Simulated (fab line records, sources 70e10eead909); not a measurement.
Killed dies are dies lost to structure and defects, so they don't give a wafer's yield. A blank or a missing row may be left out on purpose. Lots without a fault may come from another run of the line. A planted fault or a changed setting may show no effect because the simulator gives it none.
Which tool did it? | flow nand_harc | 15 lots, 43 wafers sampled, at 5 steps of a route of 1159

WHAT THE GAUGES READ, wafer by wafer
NHARC_A_SOURCE_PLATE_INSPECT_08. Usual: raw_defect_count 63, standard deviation 24.
lot  | measured     | on                | raw_defect_count | flag
L979 | day 7 19:01  | defect_inspect-02 | 39 36 41         |
L980 | day 7 19:04  | defect_inspect-02 | 71 58 52         |
L982 | day 8 05:49  | defect_inspect-01 | 31 56 55         |
L981 | day 8 05:49  | defect_inspect-02 | 105 43 94        |
L983 | day 8 17:20  | defect_inspect-02 | 72 55 91         |
L986 | day 9 05:26  | defect_inspect-02 | 79 28 94         |
L985 | day 9 05:26  | defect_inspect-01 | 68 87 94         |
L987 | day 9 11:18  | defect_inspect-01 | 66 71            |
L988 | day 9 14:43  | defect_inspect-02 | 93 76            |
L994 | day 11 08:16 | defect_inspect-02 | 38 45 34         |
L997 | day 12 01:31 | defect_inspect-02 | 94 74 27         |
L100 | day 12 11:41 | defect_inspect-01 | 60 60 61         |
L999 | day 12 11:41 | defect_inspect-02 | 24 30 83         |
L101 | day 13 01:52 | defect_inspect-01 | 55 62 24         |
L102 | day 13 08:20 | defect_inspect-01 | 70 48 120        |

NHARC_A_ONON_D1_THK_MEAS_02: measures by ellipsometry. Usual: thk_nm 1000 nm, standard deviation 8.1.
lot  | measured     | on            | thk_nm (nm)    | flag
L979 | day 7 19:36  | film_metro-02 | 1005 1003 1003 |
L980 | day 7 19:56  | film_metro-01 | 1001 1001 1002 |
L982 | day 8 06:24  | film_metro-01 | 1003 1004 1002 |
L981 | day 8 06:24  | film_metro-02 | 993 991 993    |
L983 | day 8 17:54  | film_metro-02 | 1011 1010 1014 |
L986 | day 9 06:01  | film_metro-01 | 735 1007 734   | OFF
L985 | day 9 06:02  | film_metro-02 | 1007 1008 1007 |
L987 | day 9 11:53  | film_metro-01 | 996 725        | OFF
L988 | day 9 15:17  | film_metro-01 | 734 1003       | OFF
L994 | day 11 08:50 | film_metro-01 | 1011 1010 1009 |
L997 | day 12 02:05 | film_metro-02 | 1019 1017 1019 |
L100 | day 12 12:17 | film_metro-02 | 1000 999 998   |
L999 | day 12 12:23 | film_metro-02 | 989 991 990    |
L101 | day 13 02:26 | film_metro-01 | 1008 1007 1008 |
L102 | day 13 08:55 | film_metro-02 | 1002 1002 1001 |

NHARC_END_SORT_01. Usual: killed_at_array 26, standard deviation 10; killed_at_other 0.8, standard deviation 1.1; killed_at_periphery 3.3, standard deviation 2.6; killed_dies 30, standard deviation 11; killed_open 3.4, standard deviation 1.8; killed_short 2.0, standard deviation 1.3.
lot  | measured     | on        | killed_at_array | killed_at_other | killed_at_periphery | killed_dies | killed_open | killed_short | flag
L986 | day 21 01:05 | prober-01 | 668 12 669      | 2 1 1           | 7 2 7               | 677 15 677  | 4 0 2       | 2 1 1        | OFF
L987 | day 21 11:56 | prober-02 | 19 674          | 0 0             | 4 3                 | 23 677      | 3 4         | 2 2          | OFF
L988 | day 21 09:28 | prober-01 | 675 22          | 1 5             | 1 1                 | 677 28      | 4 6         | 4 3          | OFF
L994 | day 23 04:17 | prober-01 | 35              | 0               | 2                   | 37          | 4           | 3            |
L997 | day 24 04:05 | prober-01 | 10 17 21        | 0 0 1           | 2 1 3               | 12 18 25    | 1 5 3       | 0 0 3        |

WHICH TOOL RAN EACH LOT (tool, then ch and the chambers of the sampled wafers, then the start)
lot  | NHARC_P_BONDPAD_ANNEAL_28        | NHARC_A_ONON_D1_DEP_00
L979 | rtp_anneal-01 ch 0, day 6 18:48  | pecvd_onon-02 ch 0, day 7 19:05
L980 | rtp_anneal-01 ch 0, day 6 19:14  | pecvd_onon-04 ch 0, day 7 19:26
L982 | rtp_anneal-02 ch 0, day 7 05:20  | pecvd_onon-03 ch 0, day 8 05:57
L981 | rtp_anneal-01 ch 0, day 7 05:44  | pecvd_onon-02 ch 0, day 8 05:57
L983 | rtp_anneal-02 ch 0, day 7 17:08  | pecvd_onon-03 ch 0, day 8 17:27
L986 | rtp_anneal-01 ch 0, day 8 04:13  | pecvd_onon-03 ch 0, day 9 05:30
L985 | rtp_anneal-02 ch 0, day 8 05:07  | pecvd_onon-04 ch 0, day 9 05:30
L987 | rtp_anneal-01 ch 0, day 8 11:23  | pecvd_onon-03 ch 0, day 9 11:32
L988 | rtp_anneal-02 ch 0, day 8 14:13  | pecvd_onon-03 ch 0, day 9 14:46
L994 | rtp_anneal-01 ch 0, day 10 07:59 | pecvd_onon-02 ch 0, day 11 08:23
L997 | rtp_anneal-01 ch 0, day 11 00:13 | pecvd_onon-02 ch 0, day 12 01:34
L100 | rtp_anneal-01 ch 0, day 11 10:55 | pecvd_onon-02 ch 0, day 12 11:49
L999 | rtp_anneal-01 ch 0, day 11 12:23 | pecvd_onon-03 ch 0, day 12 11:53
L101 | rtp_anneal-02 ch 0, day 12 01:37 | pecvd_onon-03 ch 0, day 13 01:56
L102 | rtp_anneal-02 ch 0, day 12 08:23 | pecvd_onon-04 ch 0, day 13 08:27
- NHARC_P_BONDPAD_ANNEAL_28: time 90 s.
- NHARC_A_ONON_D1_DEP_00: target thk 1000 nm.

WHAT THE TOOLS THEMSELVES READ (means of the sampled wafers that have a number; where no wafer has one, the mark that the record gives instead)
NHARC_P_BONDPAD_ANNEAL_28. Usual: wafer_temp_C_max 226.6, standard deviation 0.58.
lot  | tool          | wafer_temp_C_max | flag
L979 | rtp_anneal-01 | 227.0            |
L980 | rtp_anneal-01 | 227.0            |
L982 | rtp_anneal-02 | 226.0            |
L981 | rtp_anneal-01 | 226.9            |
L983 | rtp_anneal-02 | 225.7            |
L986 | rtp_anneal-01 | 226.8            |
L985 | rtp_anneal-02 | 226.0            |
L987 | rtp_anneal-01 | 226.3            |
L988 | rtp_anneal-02 | 226.2            |
L994 | rtp_anneal-01 | 227.3            |
L997 | rtp_anneal-01 | 226.9            |
L100 | rtp_anneal-01 | 227.1            |
L999 | rtp_anneal-01 | 226.6            |
L101 | rtp_anneal-02 | 226.0            |
L102 | rtp_anneal-02 | 226.1            |

THE ANSWER, worked out from the rows above alone
Rule: a lot is off if the mean of its wafers that have a number lies more than 3 standard deviations from the usual mean. A lot without any number at a reading at which 4 lots or more have one is off too. The other lots that the step has rows for count as sound. The gauges are gone through in route order, then the tools' own readings, and for those a lot's mean is taken as printed above. The first step at which some lot is off is used, and at that step the reading that is off furthest; a lot without a number counts as furthest.
Off: L986, L987, L988, at NHARC_A_ONON_D1_THK_MEAS_02 (thk_nm).
A tool fits if, at a process step before that reading, it ran every lot that is off, and no sound lot after the first of them. The gauges at NHARC_A_ONON_D1_THK_MEAS_02 aren't tried: what is off there is off at NHARC_END_SORT_01 too, on other tools, and a gauge's error can't cause that. None of those tried fits.

WHAT THE SIMULATOR HAD PUT IN
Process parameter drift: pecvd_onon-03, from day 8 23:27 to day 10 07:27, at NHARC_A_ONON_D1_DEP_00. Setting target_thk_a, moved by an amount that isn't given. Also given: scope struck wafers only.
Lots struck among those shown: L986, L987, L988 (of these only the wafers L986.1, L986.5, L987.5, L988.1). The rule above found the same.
